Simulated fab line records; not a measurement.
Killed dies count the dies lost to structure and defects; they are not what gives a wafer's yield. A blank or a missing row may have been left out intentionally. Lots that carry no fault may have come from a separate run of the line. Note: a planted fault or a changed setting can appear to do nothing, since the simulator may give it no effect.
fab line records | flow nandHarc
record lots=5 | wafers=15 | lastDay=31
route steps=1302 shown P_GATE@185 END@1302
lots untouched by any fault: they come from a run of this same line in which no faults occurred
startH: start of the lot's first displayed wafer, in hours after the record's first day | waitH: hours from the lot's prior step to this one | " repeats the value in the row above | L1.1+2: one row covering several wafers at once | - either no value or no given start | * or withheld: withheld | < > ~ a bound
route shown NAME@n: a module of which the file shows steps, and the number in the route of the first | usual: average and standard deviation across the fault-free wafers | same: alike in all rows | chamber/n: place in a boat | sites: readings site by site | _std_site: their standard deviation | _edge_site: the outer-site mean with the inner-site mean subtracted | radiusMm: how far each site lies from the wafer's centre | mask NAME#n: copy n | behind: tool/chamber where the wafer was last shaped | hold: why the lot was held/for how many hours/how that ended | device: names the non-switching transistor (n, p or np) | end of line: tests run on the same wafers once the route is complete | a step with no rows: only its recipe | killed: at the first sort, the dies lost to defects and structure; wafer yield is something else | map: the dies of a wafer, with x for killed, . for not killed, _ for no die there
set.NAME: the setting as run; set.NAME@STEP: as run at that earlier step | model.NAME: the simulator's own value behind a step, which no gauge read
lots seen at some steps along the route; tables by step, rows by wafer
services: from which hour (startH, from the record's first day; less than 0 if before it) a tool's chamber was out of use, for how many hours, and why
## steps
# step NHARC_P_GATE_CD_MEAS_59
# recipe targetCdNm=720 | landingEnergyEv=500
# usual cdNm=720.6/1.6
lot.wafer | tool     | chamber | startH | waitH | cdNm
L714.3    | cdSem-02 | 0       | 131.90 | -     | 719.6
L714.4    | "        | 0       | "      | "     | 720.6
L714.6    | "        | 0       | "      | "     | 723.7
L718.1    | cdSem-02 | 0       | 172.09 | -     | 721.3
L718.4    | "        | 0       | "      | "     | 720.4
L718.5    | "        | 0       | "      | "     | 720.0
L726.1    | cdSem-03 | 0       | 259.23 | -     | 720.3
L726.2    | "        | 0       | "      | "     | 722.9
L726.4    | "        | 0       | "      | "     | 720.1
L728.3    | cdSem-02 | 0       | 272.89 | -     | 721.8
L728.4    | "        | 0       | "      | "     | 721.4
L728.5    | "        | 0       | "      | "     | 720.7
L730.1    | cdSem-01 | 0       | 293.17 | -     | 721.5
L730.5    | "        | 0       | "      | "     | 719.4
L730.6    | "        | 0       | "      | "     | 720.6
# step NHARC_P_GATE_HARDBAKE_60
# recipe tempC=125 | timeS=80
# step NHARC_P_GATE_DESCUM_61
# recipe timeS=3 | o2FlowSccm=200 | arFlowSccm=0 | biasPowerW=0 | chemistry=O2
# usual drypumpMotorCurrentA=5.7/0.49 | oesProductAu=1.000/0.0085 | rfVppV=57.6/0.8 | showerheadPlenumPTorr=1.88/0.085 | throttleValvePct=11.310/0.0089
lot.wafer | tool       | chamber | startH | waitH | drypumpMotorCurrentA | oesProductAu | rfHoursCounterH | rfVppV | showerheadPlenumPTorr | throttleValvePct
L714.3    | rieDiel-11 | 0       | 132.07 | -     | 5.9                  | 0.989        | 1.8             | 58.0   | 1.81                  | 11.308
L714.4    | "          | 1       | "      | "     | 5.6                  | 0.993        | 2.0             | 58.8   | 1.92                  | 11.313
L714.6    | "          | 3       | "      | "     | 4.9                  | 1.013        | -               | 58.1   | 1.82                  | 11.298
L718.1    | rieDiel-11 | 3       | 172.25 | -     | 4.9                  | 1.006        | 6.3             | 57.6   | 1.82                  | 11.309
L718.4    | "          | 1       | "      | "     | 5.6                  | 0.975        | 4.1             | 57.6   | 1.92                  | 11.309
L718.5    | "          | 0       | "      | "     | 5.9                  | 0.994        | -               | 57.1   | 1.81                  | 11.310
L726.4    | rieDiel-07 | 1       | 259.39 | -     | 5.3                  | 0.994        | 8.6             | 57.7   | 1.80                  | 11.301
L726.2    | "          | 2       | "      | "     | 5.5                  | 1.000        | 7.5             | 58.6   | 2.05                  | 11.299
L726.1    | "          | 3       | "      | "     | 6.2                  | 0.997        | 8.3             | 56.7   | 1.82                  | 11.312
L728.3    | rieDiel-11 | 0       | 273.07 | -     | 5.9                  | 0.983        | 0.1             | 56.7   | 1.81                  | 11.305
L728.4    | "          | 1       | "      | "     | 5.6                  | 0.995        | 0.2             | 58.4   | 1.91                  | 11.312
L728.5    | "          | 2       | "      | "     | 6.3                  | 0.992        | -               | 58.1   | 1.85                  | 11.304
L730.1    | rieDiel-06 | 2       | 293.33 | -     | 5.8                  | 1.016        | 8.2             | 57.1   | 1.79                  | 11.312
L730.6    | "          | 2       | "      | "     | 5.8                  | 1.009        | -               | 56.5   | 1.79                  | 11.320
L730.5    | "          | 1       | "      | "     | 5.0                  | 1.015        | -               | 57.3   | 1.94                  | 11.300
# step NHARC_P_GATE_IMPLANT_62
# recipe energyKev=20 | doseCm2=3e+15 | tiltDeg=7
# step NHARC_P_GATE_STRIP_112
# recipe powerW=1500 | tempC=110 | timeS=200 | chemistry=N2/H2
# usual drypumpMotorCurrentA=5.87/0.12 | heaterPowerW=79/11
lot.wafer | tool           | chamber | startH | waitH | drypumpMotorCurrentA | heaterPowerW | rfHoursCounterH
L714.3    | plasmaAsher-02 | 0       | 132.51 | 0.2   | 5.88                 | 71           | -
L714.4    | "              | 1       | "      | "     | 6.03                 | 100          | -
L714.6    | "              | 1       | "      | "     | 6.01                 | 94           | -
L718.1    | plasmaAsher-02 | 0       | 172.66 | 0.2   | 5.90                 | 74           | 18
L718.4    | "              | 1       | "      | "     | 6.01                 | 96           | -
L718.5    | "              | 0       | "      | "     | 5.88                 | 71           | -
L726.2    | plasmaAsher-02 | 1       | 259.76 | 0.2   | 6.01                 | 87           | 1
L726.1    | "              | 0       | "      | "     | 5.88                 | 75           | 1
L726.4    | "              | 0       | "      | "     | 5.85                 | 76           | -
L728.4    | plasmaAsher-02 | 1       | 273.50 | 0.2   | 6.00                 | 89           | -
L728.3    | "              | 0       | "      | "     | 5.84                 | 74           | -
L728.5    | "              | 1       | "      | "     | 6.01                 | 86           | -
L730.1    | plasmaAsher-01 | 0       | 293.77 | 0.2   | 5.94                 | 67           | 24
L730.5    | "              | 1       | "      | "     | 5.71                 | 83           | -
L730.6    | "              | 0       | "      | "     | 5.96                 | 67           | -
# step NHARC_P_GATE_STRIP_76
# recipe powerW=1500 | tempC=250 | chemistry=O2
# usual drypumpMotorCurrentA=5.87/0.12 | heaterPowerW=298/40
lot.wafer | tool           | chamber | startH | waitH | drypumpMotorCurrentA | heaterPowerW | rfHoursCounterH
L714.3    | plasmaAsher-02 | 0       | 132.71 | 0.2   | 5.88                 | 270          | -
L714.4    | "              | 1       | "      | "     | 6.01                 | 357          | -
L714.6    | "              | 1       | "      | "     | 6.01                 | 356          | -
L718.1    | plasmaAsher-02 | 0       | 172.90 | 0.2   | 5.88                 | 267          | 19
L718.4    | "              | 1       | "      | "     | 6.02                 | 359          | -
L718.5    | "              | 0       | "      | "     | 5.89                 | 274          | -
L726.2    | plasmaAsher-02 | 1       | 260.02 | 0.2   | 6.01                 | 327          | 1
L726.1    | "              | 0       | "      | "     | 5.85                 | 290          | 1
L726.4    | "              | 0       | "      | "     | 5.87                 | 279          | -
L728.4    | plasmaAsher-02 | 1       | 273.70 | 0.2   | 5.99                 | 329          | -
L728.3    | "              | 0       | "      | "     | 5.87                 | 282          | -
L728.5    | "              | 1       | "      | "     | 6.01                 | 328          | -
L730.1    | plasmaAsher-01 | 0       | 293.99 | 0.2   | 5.91                 | 254          | 24
L730.5    | "              | 1       | "      | "     | 5.70                 | 313          | -
L730.6    | "              | 0       | "      | "     | 5.91                 | 252          | -
# step NHARC_P_GATE_STRIP_63
# recipe timeS=900 | tempC=130 | chemistry=SPM
# step NHARC_P_GATE_DEHYDRATE_83
# recipe tempC=150 | timeS=120
# step NHARC_P_GATE_HMDS_84
# recipe timeS=30
# step NHARC_P_GATE_COAT_85
# recipe spinRpm=3000
# step NHARC_P_GATE_SOFTBAKE_86
# recipe tempC=122 | timeS=95
# step NHARC_P_GATE_EBR_87
# step NHARC_P_GATE_EXPOSE_88
# recipe na=0.6 | targetCdNm=2000 | doseMj=11.87 | maskId=P_HVN
# same na=0.6
lot.wafer  | tool          | chamber | startH | waitH | mask
L714.3+4+6 | krfScanner-04 | 0       | 133.51 | -     | P_HVN#0
L718.1+4+5 | krfScanner-04 | 0       | 173.65 | -     | P_PSD#0
L726.1+2+4 | krfScanner-04 | 0       | 260.66 | -     | P_HVN#0
L728.3+4+5 | krfScanner-02 | 0       | 274.45 | -     | P_HVN#0
L730.1+5+6 | krfScanner-04 | 0       | 294.75 | -     | P_HVN#0
# step NHARC_P_GATE_PEB_89
# recipe pebTempC=118 | pebTimeS=85
# step NHARC_P_GATE_DEVELOP_90
# recipe timeS=70
# step NHARC_P_GATE_CD_MEAS_91
# recipe targetCdNm=2000 | landingEnergyEv=500
# usual cdNm=1999.5/1.6
lot.wafer | tool     | chamber | startH | waitH | cdNm
L714.3    | cdSem-02 | 0       | 133.66 | -     | 2002.7
L714.4    | "        | 0       | "      | "     | 2000.6
L714.6    | "        | 0       | "      | "     | 1998.6
L718.1    | cdSem-03 | 0       | 173.80 | -     | -
L718.4    | "        | 0       | "      | "     | -
L718.5    | "        | 0       | "      | "     | -
L726.1    | cdSem-03 | 0       | 260.81 | -     | 2001.0
L726.2    | "        | 0       | "      | "     | 1999.2
L726.4    | "        | 0       | "      | "     | 2000.9
L728.3    | cdSem-02 | 0       | 274.61 | -     | 1999.7
L728.4    | "        | 0       | "      | "     | 2001.1
L728.5    | "        | 0       | "      | "     | 1999.8
L730.1    | cdSem-01 | 0       | 294.90 | -     | 1999.3
L730.5    | "        | 0       | "      | "     | 1996.9
L730.6    | "        | 0       | "      | "     | 1997.2
# step NHARC_P_GATE_HARDBAKE_92
# recipe tempC=125 | timeS=80
# step NHARC_END_SORT_01
# recipe tempC=25
# usual killedAtArray=52/18 | killedAtOther=0.6/0.83 | killedAtPeriphery=4.3/2.8 | killedDies=57/19 | killedOpen=3.4/2 | killedShort=2.5/1.7
# same grossDies=677
lot.wafer | tool      | chamber | startH | waitH | killedAtArray | killedAtOther | killedAtPeriphery | killedDies | killedOpen | killedShort
L714.3    | prober-02 | 0       | 574.08 | 3.1   | 68            | 0             | 1                 | 69         | 4          | 2
L714.4    | prober-02 | 0       | 574.87 | 3.4   | 64            | 0             | 3                 | 67         | 2          | 5
L714.6    | prober-02 | 0       | 576.44 | 3.9   | 74            | 0             | 2                 | 76         | 2          | 2
L718.1    | prober-02 | 0       | 611.67 | 2.5   | 46            | 1             | 630               | 677        | 3          | 3
L718.4    | prober-02 | 0       | 614.08 | 3.4   | 44            | 0             | 633               | 677        | 3          | 4
L718.5    | prober-02 | 0       | 614.89 | 3.7   | 44            | 0             | 633               | 677        | 2          | 4
L730.1    | prober-01 | 0       | 731.30 | 2.5   | 62            | 0             | 7                 | 69         | 5          | 1
L730.5    | prober-01 | 0       | 734.57 | 3.8   | 66            | 0             | 4                 | 70         | 3          | 0
# killed by level:class
L714.3 A_CHANNEL_HOLE_D2:chamberFilmFlake=28 A_CHANNEL_HOLE_D1:chamberFilmFlake=23 A_STAIRCASE:chamberFilmFlake=3 A_CONTACT:chamberFilmFlake=3 A_DECK1_JOINT:geometricParticle:open=2 A_WL_FILL:geometricParticle:open=2 A_CHANNEL_FILL_D2:chamberFilmFlake=2 A_CONTACT:unspecified=2
L714.4 A_CHANNEL_HOLE_D1:chamberFilmFlake=26 A_CHANNEL_HOLE_D2:chamberFilmFlake=23 A_CONTACT:chamberFilmFlake=4 A_STAIRCASE:chamberFilmFlake=3 P_M0:geometricParticle:short=1 A_CHANNEL_HOLE_D1:geometricParticle:short=1 A_CHANNEL_HOLE_D1:geometricParticle:open=1 A_CHANNEL_FILL_D2:geometricParticle:short=1
L714.6 A_CHANNEL_HOLE_D2:chamberFilmFlake=34 A_CHANNEL_HOLE_D1:chamberFilmFlake=29 A_CONTACT:unspecified=3 P_GATE:geometricParticle:open=1 P_M0:geometricParticle:open=1 A_CHANNEL_FILL_D1:geometricParticle:short=1 A_DECK1_JOINT:geometricParticle:short=1 A_ZERO_WELL:chamberFilmFlake=1
L718.1 P_GATE:areaExpose=626 A_CHANNEL_HOLE_D2:chamberFilmFlake=34 A_CONTACT:chamberFilmFlake=3 P_M1:chamberFilmFlake=2 P_BONDPAD:chamberFilmFlake=2 A_ONON_D1:geometricParticle:short=1 A_ONON_D1:geometricParticle:open=1 A_CHANNEL_FILL_D1:geometricParticle:short=1
L718.4 P_GATE:areaExpose=629 A_CHANNEL_HOLE_D2:chamberFilmFlake=31 A_CHANNEL_FILL_D2:geometricParticle:short=3 A_CONTACT:chamberFilmFlake=3 A_WL_FILL:geometricParticle:open=2 P_GATE:chamberFilmFlake=2 A_CHANNEL_HOLE_D1:chamberFilmFlake=2 A_ONON_D2:geometricParticle:short=1
L718.5 P_GATE:areaExpose=629 A_CHANNEL_HOLE_D2:chamberFilmFlake=32 A_CONTACT:geometricParticle:short=2 P_ZERO_WELL:chamberFilmFlake=2 A_CHANNEL_HOLE_D1:chamberFilmFlake=2 A_DECK1_JOINT:chamberFilmFlake=2 A_CHANNEL_FILL_D1:geometricParticle:short=1 A_ONON_D2:geometricParticle:open=1
L730.1 A_CHANNEL_HOLE_D1:chamberFilmFlake=29 A_SLIT:chamberFilmFlake=18 A_STAIRCASE:chamberFilmFlake=5 P_CONTACT:chamberFilmFlake=3 A_CONTACT:chamberFilmFlake=3 P_GATE:chamberFilmFlake=2 P_M0:geometricParticle:open=1 A_SOURCE_PLATE:geometricParticle:open=1
L730.5 A_CHANNEL_HOLE_D1:chamberFilmFlake=32 A_SLIT:chamberFilmFlake=20 A_STAIRCASE:chamberFilmFlake=6 A_WL_FILL:chamberFilmFlake=3 A_CONTACT:chamberFilmFlake=3 P_CONTACT:chamberFilmFlake=2 P_CONTACT:geometricParticle:open=1 A_CHANNEL_FILL_D1:geometricParticle:open=1
# map L718.1 (x killed, . not)
____________x____________
_________xxxxxxx_________
_______xxxxxxxxxxx_______
______xxxxxxxxxxxxx______
_____xxxxxxxxxxxxxxx_____
____xxxxxxxxxxxxxxxxx____
____xxxxxxxxxxxxxxxxx____
___xxxxxxxxxxxxxxxxxxx___
___xxxxxxxxxxxxxxxxxxx___
__xxxxxxxxxxxxxxxxxxxxx__
__xxxxxxxxxxxxxxxxxxxxx__
_xxxxxxxxxxxxxxxxxxxxxxx_
_xxxxxxxxxxxxxxxxxxxxxxx_
_xxxxxxxxxxxxxxxxxxxxxxx_
_xxxxxxxxxxxxxxxxxxxxxxx_
_xxxxxxxxxxxxxxxxxxxxxxx_
xxxxxxxxxxxxxxxxxxxxxxxxx
xxxxxxxxxxxxxxxxxxxxxxxxx
xxxxxxxxxxxxxxxxxxxxxxxxx
xxxxxxxxxxxxxxxxxxxxxxxxx
xxxxxxxxxxxxxxxxxxxxxxxxx
_xxxxxxxxxxxxxxxxxxxxxxx_
_xxxxxxxxxxxxxxxxxxxxxxx_
_xxxxxxxxxxxxxxxxxxxxxxx_
_xxxxxxxxxxxxxxxxxxxxxxx_
_xxxxxxxxxxxxxxxxxxxxxxx_
__xxxxxxxxxxxxxxxxxxxxx__
__xxxxxxxxxxxxxxxxxxxxx__
___xxxxxxxxxxxxxxxxxxx___
___xxxxxxxxxxxxxxxxxxx___
____xxxxxxxxxxxxxxxxx____
____xxxxxxxxxxxxxxxxx____
_____xxxxxxxxxxxxxxx_____
______xxxxxxxxxxxxx______
_______xxxxxxxxxxx_______
_________xxxxxxx_________
____________x____________
# map L730.6 (x killed, . not)
____________.____________
_________......._________
_______..........._______
______.............______
_____.x............._____
____......x..........____
____.................____
___........x..........___
___...................___
__...........x.........__
__.....................__
_.........x............._
_..............x....x..._
_............x.........._
_............x.x..x....._
_......................._
........x...............x
............x.xx.x....x..
...........x..xxxxx......
.............xxxxxx...x..
.............xxxxx.......
_..x........xx.xxx......_
_.............x.xxx....._
_............xxxxx......_
_.........x.x..xxx......_
_...........x..x........_
__.....x...............__
__.....................__
___..x..x.....x.x.....___
___xxx............x...___
____xxx..............____
____xxxx....x........____
_____xxx............_____
______xx...........______
_______..........._______
_________......._________
____________.____________
## services
tool           | chamber | startH | hours | kind
plasmaAsher-02 | -       | 115.78 | 0.5   | repair
rieDiel-07     | -       | 117.20 | 9.0   | pm
rieDiel-06     | 2       | 126.81 | 11.8  | repair
rieDiel-06     | -       | 130.92 | 9.0   | pm
plasmaAsher-01 | -       | 147.16 | 1.4   | repair
rieDiel-07     | -       | 164.94 | 0.4   | repair
plasmaAsher-01 | -       | 165.00 | 9.0   | pm
krfScanner-04  | -       | 168.42 | 0.4   | repair
krfScanner-04  | -       | 182.00 | 4.0   | pm
rieDiel-06     | 3       | 182.03 | 4.5   | repair
krfScanner-04  | -       | 199.05 | 0.3   | repair
rieDiel-07     | 2       | 204.64 | 4.7   | repair
rieDiel-11     | 1       | 234.94 | 5.4   | repair
krfScanner-04  | -       | 235.95 | 5.6   | repair
krfScanner-02  | -       | 238.24 | 0.6   | repair
plasmaAsher-02 | -       | 249.00 | 9.0   | pm
rieDiel-11     | -       | 255.50 | 9.0   | pm
krfScanner-02  | -       | 266.00 | 4.0   | pm
rieDiel-06     | 3       | 271.23 | 15.6  | repair
rieDiel-06     | 2       | 272.44 | 3.1   | repair
rieDiel-11     | 1       | 275.85 | 8.7   | repair
rieDiel-06     | 0       | 280.91 | 45.9  | repair
plasmaAsher-02 | -       | 286.24 | 2.1   | repair
rieDiel-07     | -       | 294.20 | 9.0   | pm
## key
firstSign step=NHARC_P_GATE_EXPOSE_88 | reading=mask | direction=changed
effect step=NHARC_P_GATE_CD_MEAS_91 | reading=cdNm | direction=missing
effect step=NHARC_END_SORT_01 | reading=killedAtPeriphery | direction=up | sigmas=99+ | usual=4.3 | struck=632
moreKillsBornAt NHARC_P_GATE_EXPOSE_88@krfScanner-04=1884
metAt NHARC_P_GATE_EXPOSE_88
struckWafers L718.1,L718.4,L718.5
laterRowsLeftOut L718.1,L718.4,L718.5
testerLeftOut L718
onsetBetween 133.51 173.65
fault kind=wrongMask | tool=any | chamber=- | onsetH=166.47 | steps=NHARC_P_GATE_EXPOSE_88 | auxCopy=P_PSD#0 | scope=struckLotsOnly
# testerLeftOut: of these lots the tester's yield and bins aren't shown, on N5 and GAA mostly nor the transistor test; their killed dies are dies lost to structure and defects alone, not to doping, threshold or leakage, so they don't give the yield
# laterRowsLeftOut: the simulator's readings of these wafers behind a module that went badly wrong aren't trusted and aren't shown, but for the sort
